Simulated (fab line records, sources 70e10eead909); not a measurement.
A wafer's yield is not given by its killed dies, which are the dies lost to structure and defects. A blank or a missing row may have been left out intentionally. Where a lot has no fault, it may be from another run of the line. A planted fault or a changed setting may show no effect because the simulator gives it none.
fab line records ; flow nand_harc ; part 1 of 2: steps 1 to 4 of 6
record lots=21; wafers=63; last_day=25
route steps=1159 shown A_STAIRCASE@533
lots untouched by any fault: they come from a run of this same line in which no faults occurred
start_h: the number of hours between the record's first day and the start of the first shown wafer of the lot ; wait_h: hours since the lot's step before ; " unchanged from the row above ; L1.1+2: a single row standing in for several wafers ; - value missing, or start not given ; * or withheld: withheld ; < > ~ a bound
route shown NAME@n: NAME is a module with steps in the file, n the number in the route of the first one ; usual: mean/standard deviation of fault-free wafers ; same: alike in all rows ; chamber/n: place in a boat ; sites: per-site readings ; _std_site: standard deviation across them ; _edge_site: inner sites' mean taken away from outer sites' mean ; radius_mm: how far each site lies from the wafer's centre ; mask NAME#n: copy n ; behind: the most recent tool/chamber to have shaped the wafer ; hold: what put the lot on hold/how long, in hours/how the hold closed ; device: which transistor (n, p or np) failed to switch ; end of line: the same wafers' tests at the end of the route ; a step without rows: its recipe alone ; killed: at the first sort, the dies lost to defects and structure; wafer yield is something else ; map: dies across one wafer; x = killed, . = not, _ = none there
set.NAME: the setting that was run; set.NAME@STEP: the one run at that earlier step ; model.NAME: the simulator's own value behind a step, which no gauge read
the route's steps for a sample of lots (tables are steps, rows are wafers)
services: when a tool's chamber went out of use (start_h, in hours from the record's first day, below 0 if earlier), for how many hours, and the reason
## steps
# step NHARC_A_STAIRCASE_STRIP_171
# recipe power_w=1500; temp_c=250; chemistry=O2
# usual drypump_motor_current_A=5.29/0.26; heater_power_w=347/33
lot.wafer;tool;chamber;start_h;wait_h;drypump_motor_current_A;heater_power_w;rf_hours_counter_h
L074.1;plasma_asher-02;0;233.59;-;5.59;298;15
L074.3;plasma_asher-02;0;233.59;-;5.59;295;-
L074.6;plasma_asher-02;0;233.59;-;5.58;292;-
L075.2;plasma_asher-01;0;233.73;-;5.11;343;44
L075.3;plasma_asher-01;0;233.73;-;5.11;356;-
L075.6;plasma_asher-01;1;233.73;-;5.13;392;-
L076.1;plasma_asher-01;0;244.67;-;5.10;360;47
L076.4;plasma_asher-01;1;244.67;-;5.12;385;-
L076.5;plasma_asher-01;1;244.67;-;5.14;379;-
L077.1;plasma_asher-01;1;245.13;-;5.13;396;48
L077.6;plasma_asher-01;0;245.13;-;5.09;355;-
L077.5;plasma_asher-01;1;245.13;-;5.13;389;-
L078.1;plasma_asher-02;1;260.45;-;5.68;315;24
L078.4;plasma_asher-02;0;260.45;-;5.59;288;-
L078.6;plasma_asher-02;1;260.45;-;5.76;330;-
L079.1;plasma_asher-01;0;260.71;-;5.09;361;54
L079.4;plasma_asher-01;0;260.71;-;5.08;365;-
L079.6;plasma_asher-01;0;260.71;-;5.10;351;-
L081.1;plasma_asher-02;0;271.38;-;5.57;291;28
L081.3;plasma_asher-02;0;271.38;-;5.57;293;-
L081.4;plasma_asher-02;1;271.38;-;5.74;324;-
L080.2;plasma_asher-01;0;271.66;-;5.11;357;57
L080.4;plasma_asher-01;1;271.66;-;5.10;393;-
L080.6;plasma_asher-01;1;271.66;-;5.11;398;-
L082.1;plasma_asher-01;1;288.29;-;5.11;373;1
L082.2;plasma_asher-01;0;288.29;-;5.11;349;1
L082.4;plasma_asher-01;0;288.29;-;5.11;346;-
L085.4;plasma_asher-02;1;300.82;-;5.72;317;-
L085.3;plasma_asher-02;0;300.82;-;5.59;293;-
L085.5;plasma_asher-02;1;300.82;-;5.74;323;-
L084.3;plasma_asher-01;0;300.88;-;5.11;344;-
L084.6;plasma_asher-01;0;300.88;-;5.10;350;-
L084.5;plasma_asher-01;1;300.88;-;5.12;385;-
L087.2;plasma_asher-01;1;309.79;-;5.12;380;8
L087.1;plasma_asher-01;0;309.79;-;5.10;343;8
L087.6;plasma_asher-01;1;309.79;-;5.13;381;-
L086.1;plasma_asher-02;1;316.74;-;5.73;322;44
L086.4;plasma_asher-02;1;316.74;-;5.71;319;-
L086.6;plasma_asher-02;0;316.74;-;5.58;283;-
L088.1;plasma_asher-02;0;320.17;-;5.59;286;44
L088.3;plasma_asher-02;1;320.17;-;5.73;317;-
L088.5;plasma_asher-02;0;320.17;-;5.60;290;-
L089.2;plasma_asher-02;0;320.40;-;5.57;294;45
L089.1;plasma_asher-02;1;320.40;-;5.77;328;45
L089.5;plasma_asher-02;1;320.40;-;5.78;316;-
L091.1;plasma_asher-02;1;333.48;-;5.74;316;49
L091.4;plasma_asher-02;1;333.48;-;5.74;317;-
L091.3;plasma_asher-02;0;333.48;-;5.59;289;-
L092.1;plasma_asher-01;1;333.73;-;5.13;392;16
L092.5;plasma_asher-01;1;333.73;-;5.12;371;-
L092.6;plasma_asher-01;0;333.73;-;5.10;356;-
L093.2;plasma_asher-01;1;346.05;-;5.12;381;20
L093.1;plasma_asher-01;0;346.05;-;5.09;353;20
L093.3;plasma_asher-01;0;346.05;-;5.10;346;-
L094.3;plasma_asher-01;1;351.96;-;5.14;374;-
L094.4;plasma_asher-01;0;351.96;-;5.09;348;-
L094.6;plasma_asher-01;0;351.96;-;5.10;350;-
L095.2;plasma_asher-01;0;355.31;-;5.11;358;23
L095.1;plasma_asher-01;1;355.31;-;5.11;383;23
L095.6;plasma_asher-01;1;355.31;-;5.14;370;-
L096.2;plasma_asher-01;1;364.71;-;5.12;373;29
L096.4;plasma_asher-01;1;364.71;-;5.11;380;-
L096.5;plasma_asher-01;1;364.71;-;5.12;370;-
# step NHARC_A_STAIRCASE_TRIM_16
# recipe time_s=211.2; o2_flow_sccm=500; ar_flow_sccm=0; bias_w=0; chemistry=O2
# usual drypump_motor_current_A=5.9/0.41; oes_product_au=0.998/0.0087; rf_vpp_V=57.7/1; showerhead_plenum_p_Torr=3.47/0.16; throttle_valve_pct=17.037/0.0095
lot.wafer;tool;chamber;start_h;wait_h;drypump_motor_current_A;oes_product_au;rf_hours_counter_h;rf_vpp_V;showerhead_plenum_p_Torr;throttle_valve_pct
L074.1;rie_diel-13;2;-;-;6.5;1.011;48;57.8;3.28;17.022
L074.3;rie_diel-13;3;-;-;5.4;0.994;44;59.1;3.30;17.043
L074.6;rie_diel-13;2;-;-;6.5;1.004;-;55.7;3.28;17.043
L075.3;rie_diel-01;0;-;-;5.8;0.986;33;56.9;3.48;17.033
L075.2;rie_diel-01;1;-;-;5.6;0.986;34;57.8;3.33;17.039
L075.6;rie_diel-01;2;-;-;5.8;1.000;-;56.9;3.36;17.026
L076.1;rie_diel-01;2;-;-;5.8;1.004;34;57.6;3.35;17.033
L076.4;rie_diel-01;0;-;-;5.8;0.991;39;56.6;3.48;17.027
L076.5;rie_diel-01;3;-;-;6.0;0.995;-;59.6;3.55;17.032
L077.1;rie_diel-01;0;-;-;5.8;0.988;39;58.5;3.48;17.036
L077.5;rie_diel-01;2;-;-;5.8;0.993;-;57.4;3.35;17.052
L077.6;rie_diel-01;3;-;-;6.0;0.982;-;59.5;3.55;17.035
L078.1;rie_diel-01;3;-;-;6.0;0.988;48;58.2;3.55;17.035
L078.6;rie_diel-01;1;-;-;5.6;1.002;-;56.1;3.33;17.039
L078.4;rie_diel-01;3;-;-;6.0;0.995;-;57.9;3.55;17.029
L079.1;rie_diel-06;2;-;-;6.4;1.004;5;56.9;3.60;17.036
L079.4;rie_diel-06;3;-;-;6.3;1.004;4;57.5;3.29;17.038
L079.6;rie_diel-06;2;-;-;6.4;1.004;-;58.1;3.60;17.039
L081.1;rie_diel-06;3;-;-;6.3;1.010;7;59.0;3.29;17.032
L081.4;rie_diel-06;1;-;-;6.6;1.000;7;59.1;3.69;17.039
L081.3;rie_diel-06;2;-;-;6.4;1.016;8;57.6;3.60;17.042
L080.4;rie_diel-01;3;-;-;6.0;0.982;52;57.3;3.55;17.030
L080.2;rie_diel-01;2;-;-;5.8;1.001;44;57.4;3.35;17.020
L080.6;rie_diel-01;0;-;-;5.7;0.996;-;57.8;3.47;17.043
L082.4;rie_diel-06;3;-;-;6.3;1.011;15;57.8;3.29;17.026
L082.2;rie_diel-06;0;-;-;5.9;0.993;15;58.1;3.60;17.032
L082.1;rie_diel-06;1;-;-;6.6;1.002;15;58.0;3.69;17.038
L084.3;rie_diel-13;0;-;-;5.7;0.999;8;57.3;3.57;17.055
L084.6;rie_diel-13;0;-;-;5.7;0.998;-;57.4;3.57;17.039
L084.5;rie_diel-13;1;-;-;5.3;1.004;-;57.2;3.35;17.039
L085.3;rie_diel-06;2;-;-;6.5;1.003;19;57.3;3.59;17.034
L085.4;rie_diel-06;0;-;-;5.9;0.987;19;56.7;3.60;17.021
L085.5;rie_diel-06;2;-;-;6.5;0.988;-;57.3;3.59;17.037
L087.2;rie_diel-06;0;-;-;5.9;0.986;22;59.3;3.60;17.036
L087.1;rie_diel-06;1;-;-;6.6;1.009;22;57.1;3.68;17.050
L087.6;rie_diel-06;3;-;-;6.3;1.010;-;57.7;3.28;17.034
L086.4;rie_diel-13;2;-;-;6.6;0.993;15;59.5;3.80;17.032
L086.1;rie_diel-13;3;-;-;5.5;0.985;16;57.8;3.28;17.038
L086.6;rie_diel-13;2;-;-;6.6;0.991;-;57.8;3.80;17.051
L088.3;rie_diel-13;3;-;-;5.4;0.989;18;56.1;3.28;17.050
L088.1;rie_diel-13;0;-;-;5.6;1.008;15;59.5;3.57;17.032
L088.5;rie_diel-13;0;-;-;5.7;1.003;-;58.7;3.57;17.041
L089.2;rie_diel-13;2;-;-;6.6;0.990;17;58.5;3.80;17.039
L089.1;rie_diel-13;1;-;-;5.3;1.000;16;57.8;3.35;17.045
L089.5;rie_diel-13;2;-;-;6.6;0.988;-;59.3;3.80;17.056
L091.1;rie_diel-13;3;-;-;5.4;0.994;25;55.4;3.28;17.054
L091.4;rie_diel-13;0;-;-;5.6;1.013;21;59.2;3.57;17.035
L091.3;rie_diel-13;1;-;-;5.3;0.993;22;58.4;3.35;17.030
L092.1;rie_diel-13;3;-;-;5.5;0.988;25;56.9;3.28;17.028
L092.6;rie_diel-13;0;-;-;5.6;1.003;-;58.3;3.57;17.041
L092.5;rie_diel-13;1;-;-;5.3;0.994;-;57.6;3.35;17.040
L093.3;rie_diel-01;1;-;-;5.6;1.003;6;57.6;3.31;17.021
L093.2;rie_diel-01;2;-;-;5.8;0.998;8;56.9;3.33;17.024
L093.1;rie_diel-01;3;-;-;6.0;1.004;8;56.9;3.54;17.065
L094.4;rie_diel-06;3;-;-;6.3;0.996;40;56.0;3.27;17.043
L094.3;rie_diel-06;1;-;-;6.5;1.001;40;58.4;3.67;17.030
L094.6;rie_diel-06;3;-;-;6.3;1.006;-;55.9;3.27;17.034
L095.2;rie_diel-01;0;-;-;5.8;1.015;11;56.0;3.46;17.030
L095.1;rie_diel-01;1;-;-;5.6;1.009;10;56.5;3.31;17.028
L095.6;rie_diel-01;0;-;-;5.8;1.014;-;57.2;3.46;17.038
L096.2;rie_diel-13;1;-;-;5.3;1.001;33;58.0;3.34;17.049
L096.4;rie_diel-13;3;-;-;5.4;0.990;35;57.0;3.27;17.045
L096.5;rie_diel-13;2;-;-;6.5;0.998;-;57.1;3.79;17.045
# step NHARC_A_STAIRCASE_TRIM_20
# recipe time_s=211.2; o2_flow_sccm=500; ar_flow_sccm=0; bias_w=0; chemistry=O2
# usual drypump_motor_current_A=5.9/0.4; oes_product_au=0.998/0.0096; rf_vpp_V=57.6/0.94; showerhead_plenum_p_Torr=3.47/0.16; throttle_valve_pct=17.037/0.0092
lot.wafer;tool;chamber;start_h;wait_h;drypump_motor_current_A;oes_product_au;rf_hours_counter_h;rf_vpp_V;showerhead_plenum_p_Torr;throttle_valve_pct
L074.3;rie_diel-06;2;236.25;0.1;6.4;0.997;63;57.7;3.61;17.039
L074.1;rie_diel-06;3;236.25;0.1;6.3;1.007;63;57.1;3.30;17.047
L074.6;rie_diel-06;3;236.25;0.1;6.3;0.991;-;56.4;3.30;17.040
L075.2;rie_diel-01;3;236.39;0.1;6.0;0.982;36;58.4;3.56;17.017
L075.3;rie_diel-01;0;236.39;0.1;5.8;0.982;34;58.2;3.48;17.037
L075.6;rie_diel-01;0;236.39;0.1;5.8;0.990;-;58.1;3.48;17.038
L076.1;rie_diel-13;0;247.66;0.1;5.6;0.971;51;58.3;3.58;17.030
L076.4;rie_diel-13;1;247.66;0.1;5.3;0.994;51;57.5;3.36;17.029
L076.5;rie_diel-13;0;247.66;0.1;5.6;0.974;-;57.9;3.58;17.042
L077.1;rie_diel-01;2;248.34;0.1;5.8;1.000;35;57.9;3.35;17.035
L077.5;rie_diel-01;2;248.34;0.1;5.8;0.999;-;57.5;3.35;17.043
L077.6;rie_diel-01;3;248.34;0.1;6.0;0.983;-;59.1;3.55;17.027
L078.1;rie_diel-01;1;263.09;0.1;5.6;1.000;46;56.3;3.33;17.037
L078.4;rie_diel-01;3;263.09;0.1;6.0;0.999;-;59.5;3.55;17.044
L078.6;rie_diel-01;1;263.09;0.1;5.6;0.998;-;55.7;3.33;17.025
L079.1;rie_diel-01;3;263.41;0.1;6.0;0.992;48;58.8;3.55;17.038
L079.6;rie_diel-01;1;263.41;0.1;5.6;0.992;-;57.5;3.33;17.041
L079.4;rie_diel-01;3;263.41;0.1;6.0;0.990;-;58.5;3.55;17.034
L081.1;rie_diel-13;1;274.02;0.1;5.3;1.005;58;57.6;3.36;17.036
L081.4;rie_diel-13;2;274.02;0.1;6.6;1.016;61;58.3;3.27;17.059
L081.3;rie_diel-13;0;274.02;0.1;5.7;0.976;59;59.8;3.58;17.035
L080.2;rie_diel-01;0;274.34;0.1;5.7;1.000;47;56.7;3.47;17.027
L080.4;rie_diel-01;2;274.34;0.1;5.8;1.000;44;56.4;3.35;17.041
L080.6;rie_diel-01;0;274.34;0.1;5.7;0.987;-;58.4;3.47;17.049
L082.1;rie_diel-01;0;291.07;0.1;5.7;0.994;53;59.6;3.47;17.035
L082.2;rie_diel-01;1;291.07;0.1;5.6;0.998;55;57.2;3.32;17.029
L082.4;rie_diel-01;3;291.07;0.1;6.0;0.988;58;56.9;3.55;17.041
L084.3;rie_diel-13;2;303.66;0.1;6.5;0.999;10;57.8;3.80;17.045
L084.6;rie_diel-13;1;303.66;0.1;5.3;0.998;-;58.6;3.35;17.039
L084.5;rie_diel-13;2;303.66;0.1;6.5;0.999;-;57.9;3.80;17.022
L085.3;rie_diel-06;3;303.83;0.1;6.3;1.006;19;56.0;3.28;17.031
L085.4;rie_diel-06;0;303.83;0.1;5.9;0.987;20;57.1;3.60;17.045
L085.5;rie_diel-06;3;303.83;0.1;6.3;1.008;-;57.0;3.28;17.041
L087.2;rie_diel-13;1;313.39;0.1;5.3;0.995;12;57.2;3.35;17.059
L087.1;rie_diel-13;3;313.39;0.1;5.4;0.986;14;57.5;3.29;17.027
L087.6;rie_diel-13;0;313.39;0.1;5.6;1.002;-;57.5;3.57;17.042
L086.4;rie_diel-13;3;320.03;0.1;5.4;1.002;17;57.4;3.28;17.041
L086.1;rie_diel-13;0;320.03;0.1;5.7;1.000;14;58.5;3.57;17.030
L086.6;rie_diel-13;3;320.03;0.1;5.4;0.987;-;58.3;3.28;17.034
L088.1;rie_diel-13;0;323.54;0.3;5.7;1.004;16;57.6;3.57;17.041
L088.3;rie_diel-13;1;323.54;0.3;5.4;0.992;17;58.7;3.35;17.040
L088.5;rie_diel-13;3;323.54;0.3;5.4;0.995;-;57.2;3.28;17.026
L089.1;rie_diel-13;2;323.95;0.2;6.5;1.000;18;59.3;3.80;17.032
L089.2;rie_diel-13;3;323.95;0.2;5.4;0.991;19;56.8;3.28;17.044
L089.5;rie_diel-13;1;323.95;0.2;5.3;1.000;-;57.6;3.35;17.042
L091.3;rie_diel-13;1;336.32;0.1;5.3;0.980;22;58.3;3.35;17.040
L091.4;rie_diel-13;2;336.32;0.1;6.6;0.998;24;59.7;3.79;17.034
L091.1;rie_diel-13;3;336.32;0.1;5.4;0.992;25;56.2;3.28;17.034
L092.1;rie_diel-06;0;336.63;0.1;5.9;0.990;34;57.1;3.59;17.034
L092.5;rie_diel-06;3;336.63;0.1;6.3;1.008;-;56.4;3.28;17.036
L092.6;rie_diel-06;0;336.63;0.1;5.9;0.981;-;58.0;3.59;17.035
L093.1;rie_diel-13;3;349.14;0.1;5.5;0.992;29;58.2;3.28;17.028
L093.2;rie_diel-13;0;349.14;0.1;5.6;1.012;26;55.9;3.56;17.030
L093.3;rie_diel-13;1;349.14;0.1;5.3;1.007;27;56.8;3.34;17.034
L094.3;rie_diel-01;3;354.59;0.1;6.0;0.987;10;57.8;3.53;17.039
L094.4;rie_diel-01;1;354.59;0.1;5.6;0.998;9;57.0;3.31;17.028
L094.6;rie_diel-01;3;354.59;0.1;6.0;0.984;-;57.9;3.53;17.044
L095.1;rie_diel-06;3;357.91;0.1;6.3;1.010;41;56.4;3.27;17.013
L095.2;rie_diel-06;0;357.91;0.1;5.9;1.000;42;57.4;3.59;17.047
L095.6;rie_diel-06;2;357.91;0.1;6.4;0.992;-;57.7;3.58;17.034
L096.4;rie_diel-13;2;367.43;0.2;6.5;1.008;35;58.9;3.79;17.029
L096.2;rie_diel-13;1;367.43;0.2;5.3;1.013;33;58.2;3.34;17.040
L096.5;rie_diel-13;2;367.43;0.2;6.6;0.998;-;58.5;3.79;17.042
# step NHARC_A_STAIRCASE_TRIM_189
# recipe time_s=211.2; o2_flow_sccm=500; ar_flow_sccm=0; bias_w=0; chemistry=O2
# usual drypump_motor_current_A=6.0/0.4; oes_product_au=0.999/0.009; rf_vpp_V=57.7/0.96; showerhead_plenum_p_Torr=3.48/0.15; throttle_valve_pct=17.037/0.0093
lot.wafer;tool;chamber;start_h;wait_h;drypump_motor_current_A;oes_product_au;rf_hours_counter_h;rf_vpp_V;showerhead_plenum_p_Torr;throttle_valve_pct
L074.3;rie_diel-06;0;-;-;5.9;1.011;63;57.1;3.61;17.023
L074.1;rie_diel-06;3;-;-;6.3;1.005;65;56.2;3.29;17.033
L074.6;rie_diel-06;0;-;-;5.9;1.001;-;57.9;3.61;17.020
L075.3;rie_diel-13;2;-;-;6.5;1.002;51;57.8;3.28;17.040
L075.2;rie_diel-13;0;-;-;5.6;0.969;48;57.9;3.58;17.036
L075.6;rie_diel-13;1;-;-;5.3;0.990;-;56.9;3.36;17.026
L076.4;rie_diel-01;2;-;-;5.8;0.998;36;57.2;3.35;17.036
L076.1;rie_diel-01;3;-;-;6.0;0.978;43;57.2;3.55;17.031
L076.5;rie_diel-01;3;-;-;6.0;0.991;-;57.6;3.55;17.029
L077.1;rie_diel-01;3;-;-;6.0;0.986;44;58.6;3.55;17.019
L077.6;rie_diel-01;0;-;-;5.7;0.989;-;56.4;3.48;17.031
L077.5;rie_diel-01;1;-;-;5.6;1.003;-;56.6;3.33;17.019
L078.4;rie_diel-01;0;-;-;5.8;0.989;45;57.6;3.48;17.048
L078.1;rie_diel-01;2;-;-;5.8;0.989;42;57.2;3.35;17.038
L078.6;rie_diel-01;3;-;-;6.0;0.999;-;58.2;3.55;17.033
L079.4;rie_diel-13;0;-;-;5.7;0.976;56;55.6;3.58;17.037
L079.1;rie_diel-13;1;-;-;5.4;0.999;56;57.6;3.36;17.060
L079.6;rie_diel-13;2;-;-;6.6;1.003;-;58.6;3.27;17.037
L080.2;rie_diel-06;3;-;-;6.3;1.018;9;58.7;3.29;17.032
L080.4;rie_diel-06;1;-;-;6.6;1.004;10;56.6;3.69;17.041
L080.6;rie_diel-06;2;-;-;6.4;1.003;-;57.2;3.60;17.026
L081.4;rie_diel-06;2;-;-;6.4;1.014;10;58.8;3.60;17.026
L081.3;rie_diel-06;3;-;-;6.3;1.009;9;57.3;3.29;17.049
L081.1;rie_diel-06;1;-;-;6.5;0.998;10;57.5;3.69;17.052
L082.4;rie_diel-06;2;-;-;6.4;1.006;17;58.9;3.60;17.046
L082.2;rie_diel-06;0;-;-;5.9;0.993;17;58.0;3.60;17.038
L082.1;rie_diel-06;1;-;-;6.6;1.007;17;59.0;3.68;17.032
L084.3;rie_diel-01;2;-;-;5.8;0.999;56;58.6;3.34;17.035
L084.5;rie_diel-01;3;-;-;6.0;0.978;-;57.9;3.54;17.046
L084.6;rie_diel-01;0;-;-;5.8;0.999;-;57.1;3.47;17.034
L085.3;rie_diel-06;1;-;-;6.6;1.015;20;56.9;3.68;17.036
L085.4;rie_diel-06;3;-;-;6.3;1.011;20;56.7;3.28;17.038
L085.5;rie_diel-06;1;-;-;6.6;1.002;-;56.5;3.68;17.054
L087.1;rie_diel-06;3;-;-;6.2;0.990;24;57.7;3.28;17.048
L087.2;rie_diel-06;0;-;-;5.9;0.981;25;58.8;3.60;17.032
L087.6;rie_diel-06;3;-;-;6.3;0.997;-;56.9;3.28;17.033
L086.4;rie_diel-13;1;-;-;5.4;1.000;17;57.7;3.35;17.050
L086.1;rie_diel-13;2;-;-;6.6;0.996;18;60.2;3.80;17.047
L086.6;rie_diel-13;1;-;-;5.3;0.991;-;57.8;3.35;17.033
L088.3;rie_diel-01;2;-;-;5.8;1.004;1;57.0;3.34;17.052
L088.1;rie_diel-01;3;-;-;6.0;1.009;1;57.7;3.54;17.057
L088.5;rie_diel-01;1;-;-;5.6;1.001;-;57.6;3.32;17.041
L089.1;rie_diel-01;3;-;-;6.0;1.006;1;56.4;3.54;17.037
L089.2;rie_diel-01;1;-;-;5.6;0.998;1;56.7;3.32;17.032
L089.5;rie_diel-01;3;-;-;6.0;1.000;-;57.6;3.54;17.021
L091.1;rie_diel-13;1;-;-;5.3;0.996;23;58.2;3.35;17.035
L091.4;rie_diel-13;2;-;-;6.6;1.002;24;58.8;3.79;17.041
L091.3;rie_diel-13;3;-;-;5.4;0.997;26;56.8;3.28;17.045
L092.1;rie_diel-01;3;-;-;6.0;0.989;6;58.1;3.54;17.026
L092.5;rie_diel-01;1;-;-;5.6;1.017;-;57.7;3.32;17.056
L092.6;rie_diel-01;2;-;-;5.8;1.003;-;58.9;3.34;17.047
L093.3;rie_diel-13;0;-;-;5.7;1.008;27;58.4;3.56;17.033
L093.1;rie_diel-13;2;-;-;6.6;0.999;30;58.4;3.79;17.048
L093.2;rie_diel-13;3;-;-;5.4;0.990;30;57.1;3.28;17.029
L094.3;rie_diel-01;3;-;-;6.0;1.003;11;58.1;3.53;17.041
L094.4;rie_diel-01;2;-;-;5.8;1.008;12;57.6;3.33;17.033
L094.6;rie_diel-01;3;-;-;6.0;0.998;-;57.4;3.53;17.038
L095.1;rie_diel-13;2;-;-;6.6;1.003;32;58.1;3.79;17.039
L095.2;rie_diel-13;1;-;-;5.3;1.005;31;57.2;3.34;17.035
L095.6;rie_diel-13;2;-;-;6.6;0.995;-;58.4;3.79;17.042
L096.2;rie_diel-06;1;-;-;6.6;0.996;48;57.5;3.67;17.042
L096.5;rie_diel-06;2;-;-;6.5;0.983;-;59.6;3.58;17.039
L096.4;rie_diel-06;1;-;-;6.6;1.008;-;57.5;3.67;17.032
